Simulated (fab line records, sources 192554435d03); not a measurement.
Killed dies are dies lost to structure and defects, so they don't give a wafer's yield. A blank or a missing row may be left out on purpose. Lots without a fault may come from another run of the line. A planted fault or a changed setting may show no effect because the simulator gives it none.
Chamber matching | flow n5_finfet | N5_BEOL_M13_DESCUM_15 on rie_diel-02: 4 sister chambers
The step chemistry O2, time 7.9 s. 20 wafers are shown with their chamber, then 10 later ones without.

WAFERS WITH THEIR CHAMBER
wafer  | chamber | drypump_motor_current_A (A) | showerhead_plenum_p_Torr (Torr) | throttle_valve_pct (%)
L077.1 | 2       | 5.96                        | 2.10                            | 20.29
L077.2 | 3       | 6.14                        | 2.05                            | 20.17
L077.5 | 0       | 5.47                        | 2.03                            | 20.20
L076.2 | 1       | 5.96                        | 2.18                            | 20.04
L076.5 | 1       | 5.98                        | 2.18                            | 20.03
L076.6 | 2       | 5.98                        | 2.10                            | 20.29
L081.2 | 2       | 5.95                        | 2.09                            | 20.31
L081.4 | 3       | 6.12                        | 2.05                            | 20.21
L081.6 | 3       | 6.12                        | 2.05                            | 20.19
L086.1 | 2       | 6.00                        | 2.09                            | 20.32
L086.2 | 1       | 5.96                        | 2.17                            | 20.06
L086.5 | 0       | 5.50                        | 2.03                            | 20.22
L089.2 | 2       | 5.94                        | 2.09                            | 20.33
L089.5 | 1       | 5.99                        | 2.17                            | 20.08
L089.6 | 0       | 5.51                        | 2.02                            | 20.23
L088.1 | 2       | 5.98                        | 2.09                            | 20.35
L088.3 | 3       | 6.13                        | 2.04                            | 20.23
L088.6 | 3       | 6.14                        | 2.04                            | 20.22
L091.4 | 1       | 5.97                        | 2.17                            | 20.09
L091.5 | 2       | 5.96                        | 2.09                            | 20.34

SIGNATURES (means of the wafers above)
reading                  | chamber 0 | chamber 1 | chamber 2 | chamber 3 | scatter within a chamber
drypump_motor_current_A  | 5.4933    | 5.9720    | 5.9671    | 6.1300    | 0.0168
showerhead_plenum_p_Torr | 2.0267    | 2.1740    | 2.0929    | 2.0460    | 0.0053
throttle_valve_pct       | 20.2167   | 20.0600   | 20.3186   | 20.2040   | 0.0233
Rule: a wafer's distance from a chamber is the root of the sum, over the readings, of the square of ((its reading less the chamber's mean) divided by the reading's scatter). The wafer belongs to the nearest chamber; if the next one is less than 2 further off, it can't be placed. The scatter: the root of (the sum of the squares of (reading less its chamber's mean) over the shown wafers, divided by (wafers less chambers)).

WAFERS WITHOUT THEIR CHAMBER
wafer  | drypump_motor_current_A (A) | showerhead_plenum_p_Torr (Torr) | throttle_valve_pct (%)
L091.6 | 5.96                        | 2.17                            | 20.08
L092.2 | 5.96                        | 2.17                            | 20.08
L092.3 | 6.16                        | 2.04                            | 20.22
L092.5 | 5.49                        | 2.02                            | 20.26
L093.3 | 6.17                        | 2.04                            | 20.22
L093.5 | 5.47                        | 2.02                            | 20.25
L093.6 | 6.16                        | 2.04                            | 20.23
L095.3 | 6.14                        | 2.04                            | 20.23
L095.4 | 5.95                        | 2.16                            | 20.10
L095.5 | 5.99                        | 2.16                            | 20.12

WHICH CHAMBER EACH WENT THROUGH
wafer  | from the rows above | in truth
L091.6 | 1                   | 1
L092.2 | 1                   | 1
L092.3 | 3                   | 3
L092.5 | 0                   | 0
L093.3 | 3                   | 3
L093.5 | 0                   | 0
L093.6 | 3                   | 3
L095.3 | 3                   | 3
L095.4 | 1                   | 1
L095.5 | 1                   | 1
Placed correctly: 10 of 10. Can't be placed from these rows: 0. Placed wrongly: 0.
